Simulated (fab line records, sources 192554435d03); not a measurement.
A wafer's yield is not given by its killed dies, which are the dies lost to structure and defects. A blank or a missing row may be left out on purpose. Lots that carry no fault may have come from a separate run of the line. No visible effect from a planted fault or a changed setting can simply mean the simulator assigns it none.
fab line records    flow n5-finfet
record lots=7  wafers=39
route steps=1938 shown WELL_APT@55 DUMMY_GATE@250 GATE_CUT@484
start-h: hours from the record's opening day to when the first of the lot's shown wafers began    wait-h: how many hours have passed since the lot's step before this one    " repeats the value in the row above    L1.1+2: one row covering several wafers at once    - no value present, or no start provided    * or withheld: withheld    < > ~ a bound
route shown NAME@n: NAME is a module with steps in the file, n the number in the route of the first one    usual: average and standard deviation across the fault-free wafers    same: alike in all rows    chamber/n: place in a boat    sites: readings site by site    _std_site: their standard deviation    _edge_site: mean of outer sites minus mean of inner sites    radius-mm: how far each site lies from the wafer's centre    mask NAME#n: copy n    behind: tool/chamber where the wafer was last shaped    hold: the reason the lot was held/the length of the hold in hours/how it ended    device: whichever transistor did not switch (one of n, p or np)    end of line: the route-end tests of the same wafers    a step with no rows: only its recipe    killed: dies lost to structure and defects at the first sort, not the wafer's yield    map: the dies of a wafer, with x for killed, . for not killed, _ for no die there
set.NAME: the setting that was run; set.NAME@STEP: the one run at that earlier step    model.NAME: the simulator's own value behind a step, which no gauge read
lots with deliberately changed settings; one table per step, one row per wafer
## steps
# step N5_WELL_APT_EPI_41
# recipe material=Si  target-thk-a=500  temp-c=650  precursor=SiH4/H2  pressure-torr=20  time-s=297.7
lot.wafer  tool          chamber  start-h  wait-h  set.target-thk-a  model.Si_of_WELL_APT_EPI_41.thk-nm
L075.1     epi-rpcvd-02  0        22.35    0.0     500               49.61
L075.2     "             0        "        "       500               49.77
L075.3     "             0        "        "       500               48.71
L075.4     "             0        "        "       500               49.4
L075.5     "             0        "        "       500               48.94
L075.6     "             0        "        "       500               49.07
L079.1     epi-rpcvd-03  0        47.08    0.0     500               50.48
L079.2     "             0        "        "       513.8             51.99
L079.3     "             0        "        "       513.8             51.71
L079.4     "             0        "        "       500               50.93
L079.5     "             0        "        "       513.8             52.47
L079.6     "             0        "        "       500               49.72
L084.1     epi-rpcvd-03  0        76.12    0.0     500               50.14
L084.2     "             0        "        "       500               49.16
L084.3     "             0        "        "       471.2             46.81
L084.4     "             0        "        "       471.2             46.88
L084.5     "             0        "        "       471.2             46.87
L084.6     "             0        "        "       500               49.61
L087.1     epi-rpcvd-02  0        95.02    0.0     525.2             52.8
L087.2     "             0        "        "       525.2             53.31
L087.3     "             0        "        "       500               50.1
L087.4     "             0        "        "       500               50.39
L087.5     "             0        "        "       500               49.99
L087.6     "             0        "        "       525.2             52.75
L092.1     epi-rpcvd-04  0        124.21   0.0     500               50.88
L092.2     "             0        "        "       537.6             53.83
L092.3     "             0        "        "       500               50.55
L092.4     "             0        "        "       500               50.68
L092.5     "             0        "        "       537.6             54.48
L092.6     "             0        "        "       537.6             54.55
L093.4     epi-rpcvd-03  0        134.76   0.4     500               49.03
L093.5     "             0        "        "       500               48.35
L093.6     "             0        "        "       500               48.7
L095.1     epi-rpcvd-03  0        144.25   0.0     500               49.2
L095.2     "             0        "        "       500               49.11
L095.3     "             0        "        "       500               48.34
L095.4     "             0        "        "       534.4             52.6
L095.5     "             0        "        "       534.4             53.07
L095.6     "             0        "        "       534.4             52.62
# step N5_DUMMY_GATE_ETCH_42
# recipe chemistry=CHF3/O2  target=SiO2  target-depth-a=35  time-s=31  ion-energy-ev=30  bias-w=12  pressure-mtorr=30  source-w=600  Ar_flow_sccm=200  CHF3_flow_sccm=50  O2_flow_sccm=5
# usual rf-vpp-V=42.6/1
lot.wafer  tool         chamber  start-h  wait-h  set.bias-w  rf-vpp-V
L075.1     rie-diel-02  0        52.73    0.0     12          43.0
L075.2     "            2        "        "       12          42.1
L075.3     "            1        "        "       12          42.7
L075.4     "            3        "        "       12          43.5
L075.5     "            2        "        "       12          41.0
L075.6     "            1        "        "       12          41.7
L079.1     rie-diel-02  2        79.90    0.0     13.64       47.7
L079.2     "            3        "        "       12          43.1
L079.3     "            1        "        "       12          41.9
L079.4     "            0        "        "       13.64       47.6
L079.5     "            3        "        "       13.64       47.0
L079.6     "            2        "        "       12          42.4
L084.1     rie-diel-06  3        108.99   0.2     13.5        47.0
L084.2     "            1        "        "       12          43.4
L084.3     "            0        "        "       13.5        45.1
L084.4     "            2        "        "       12          44.3
L084.5     "            3        "        "       13.5        44.0
L084.6     "            0        "        "       12          42.2
L087.1     rie-diel-02  3        125.74   0.4     10.73       38.9
L087.2     "            0        "        "       12          44.0
L087.3     "            3        "        "       10.73       40.6
L087.4     "            0        "        "       12          41.8
L087.5     "            0        "        "       12          43.2
L087.6     "            3        "        "       10.73       39.3
L092.1     rie-diel-01  3        159.81   0.2     13.96       49.3
L092.2     "            1        "        "       13.96       46.3
L092.3     "            2        "        "       13.96       46.9
L092.4     "            3        "        "       12          44.5
L092.5     "            2        "        "       12          41.7
L092.6     "            1        "        "       12          41.3
L093.4     rie-diel-06  2        167.74   0.0     12          44.0
L093.5     "            0        "        "       12          42.5
L093.6     "            3        "        "       12          42.5
L095.1     rie-diel-02  3        177.86   0.1     12.83       44.7
L095.2     "            1        "        "       12.83       43.9
L095.3     "            0        "        "       12          41.6
L095.4     "            2        "        "       12          42.3
L095.5     "            0        "        "       12.83       44.7
L095.6     "            1        "        "       12          42.5
# step N5_GATE_CUT_EXPOSE_10
# recipe mask-id=GATE_CUT  na=0.33  source-shape=annular  sigma-inner=0.35  sigma-outer=0.8  polarization=unpolarized  target-cd-nm=20  dose-mj=43.25
lot.wafer         tool            chamber  start-h  wait-h  mask        set.dose-mj
L075.1+2+3+4+5+6  euv-scanner-01  0        90.86    -       GATE_CUT#0  43.25
L079.1+2+3+4+5+6  euv-scanner-02  0        118.16   -       GATE_CUT#0  43.25
L084.1+2+5        euv-scanner-01  0        145.91   -       GATE_CUT#0  43.25
L084.3+4+6        "               0        "        "       GATE_CUT#0  46.2
L087.1+2+5        euv-scanner-02  0        162.31   -       GATE_CUT#0  43.25
L087.3+4+6        "               0        "        "       GATE_CUT#0  45.17
L092.1+2+6        euv-scanner-01  0        197.98   -       GATE_CUT#0  43.25
L092.3+4+5        "               0        "        "       GATE_CUT#0  42.21
L093.4+5+6        euv-scanner-01  0        204.82   -       GATE_CUT#0  43.25
L095.1+5+6        euv-scanner-02  0        217.12   -       GATE_CUT#0  43.25
L095.2+3+4        "               0        "        "       GATE_CUT#0  45.51
# step N5_GATE_CUT_PEB_11
# recipe peb-temp-c=100  peb-time-s=60  resist=CAR-EUV
# step N5_GATE_CUT_DEVELOP_12
# recipe develop-time-s=30  developer=TMAH  resist=CAR-EUV  rinse-liquid=surfactant-rinse  dry=air-spin  dev-temp-c=23
# step N5_GATE_CUT_DESCUM_18
# recipe chemistry=O2  time-s=7  source-power-w=50  bias-power-w=20  pressure-mtorr=20  rf-frequency-hz=2.712e+07  temp-c=40  resist=CAR-EUV  o2-flow-sccm=225
lot.wafer     tool         chamber  start-h  wait-h  set.dose-mj@GATE_CUT_EXPOSE_10  model.GATE_CUT.cd-nm
L075.1+4+5+6  rie-diel-06  3,0,0,1  92.05    0.9     43.25                           20.2
L075.2        "            1        "        "       43.25                           20.4
L075.3        "            2        "        "       43.25                           20
L079.1        rie-diel-01  2        118.42   0.0     43.25                           20.2
L079.2        "            1        "        "       43.25                           19.6
L079.3+4      "            3        "        "       43.25                           20
L079.5+6      "            1,2      "        "       43.25                           19.8
L084.1+5      rie-diel-06  3,2      146.17   0.0     43.25                           20.4
L084.2        "            0        "        "       43.25                           20
L084.3+6      "            1,3      "        "       46.2                            21.6
L084.4        "            2        "        "       46.2                            21.4
L087.1+5      rie-diel-02  3,1      162.57   0.0     43.25                           20
L087.2        "            0        "        "       43.25                           20.4
L087.3        "            2        "        "       45.17                           20.8
L087.4+6      "            1,0      "        "       45.17                           21
L092.1+2      rie-diel-01  1,3      198.24   0.0     43.25                           19.6
L092.3        "            2        "        "       42.21                           19.8
L092.4        "            0        "        "       42.21                           19.2
L092.5        "            3        "        "       42.21                           19
L092.6        "            0        "        "       43.25                           19.8
L093.4+5      rie-diel-02  0,2      205.09   0.1     43.25                           19.8
L093.6        "            3        "        "       43.25                           19.6
L095.1        rie-diel-06  2        217.39   0.0     43.25                           20.2
L095.2        "            0        "        "       45.51                           21
L095.3+4      "            3,1      "        "       45.51                           21.4
L095.5        "            1        "        "       43.25                           20.4
L095.6        "            2        "        "       43.25                           20.6
# step N5_GATE_CUT_ETCH_28
# recipe chemistry=N2/H2  target=underlayer  target-depth-a=130  mask-material=CAR-EUV  time-s=10.4  ion-energy-ev=200  pressure-mtorr=30  source-w=840  bias-w=150  n2-flow-sccm=200  h2-flow-sccm=200  ends=cleared
lot.wafer     tool         chamber  start-h  wait-h  set.dose-mj@GATE_CUT_EXPOSE_10  model.GATE_CUT.cd-nm
L075.1+4+5    rie-diel-06  3,0,0    92.08    0.0     43.25                           20.2
L075.2+6      "            1        "        "       43.25                           20.4
L075.3        "            2        "        "       43.25                           20
L079.1        rie-diel-01  2        118.45   0.0     43.25                           20.2
L079.2+3+5+6  "            1,3,1,2  "        "       43.25                           19.8
L079.4        "            3        "        "       43.25                           20
L084.1+5      rie-diel-06  3,2      146.20   0.0     43.25                           20.4
L084.2        "            0        "        "       43.25                           20
L084.3        "            1        "        "       46.2                            21.6
L084.4        "            2        "        "       46.2                            21.2
L084.6        "            3        "        "       46.2                            21.8
L087.1        rie-diel-02  3        162.60   0.0     43.25                           19.8
L087.2        "            0        "        "       43.25                           20.4
L087.3        "            2        "        "       45.17                           20.8
L087.4+6      "            1,0      "        "       45.17                           21
L087.5        "            1        "        "       43.25                           20
L092.1+2      rie-diel-01  1,3      198.27   0.0     43.25                           19.6
L092.3        "            2        "        "       42.21                           19.8
L092.4        "            0        "        "       42.21                           19.2
L092.5        "            3        "        "       42.21                           19
L092.6        "            0        "        "       43.25                           19.8
L093.4+5      rie-diel-02  0,2      205.12   0.0     43.25                           19.8
L093.6        "            3        "        "       43.25                           19.6
L095.1        rie-diel-06  2        217.42   0.0     43.25                           20.4
L095.2        "            0        "        "       45.51                           21
L095.3+4      "            3,1      "        "       45.51                           21.4
L095.5+6      "            1,2      "        "       43.25                           20.6
## key
split step=N5_WELL_APT_EPI_41  setting=target-thk-a  stated=500  by=wafer
response step=N5_WELL_APT_EPI_41  reading=model.Si_of_WELL_APT_EPI_41.thk-nm  change=+0.52  per=1%  r=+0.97
split step=N5_DUMMY_GATE_ETCH_42  setting=bias-w  stated=12  by=wafer
response step=N5_DUMMY_GATE_ETCH_42  reading=rf-vpp-V  change=+0.295  per=1%  r=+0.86
split step=N5_GATE_CUT_EXPOSE_10  setting=dose-mj  stated=43.25  by=wafer
response step=N5_GATE_CUT_DESCUM_18  reading=model.GATE_CUT.cd-nm  change=+0.176  per=1%  r=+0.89
response step=N5_GATE_CUT_ETCH_28  reading=model.GATE_CUT.cd-nm  change=+0.172  per=1%  r=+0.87
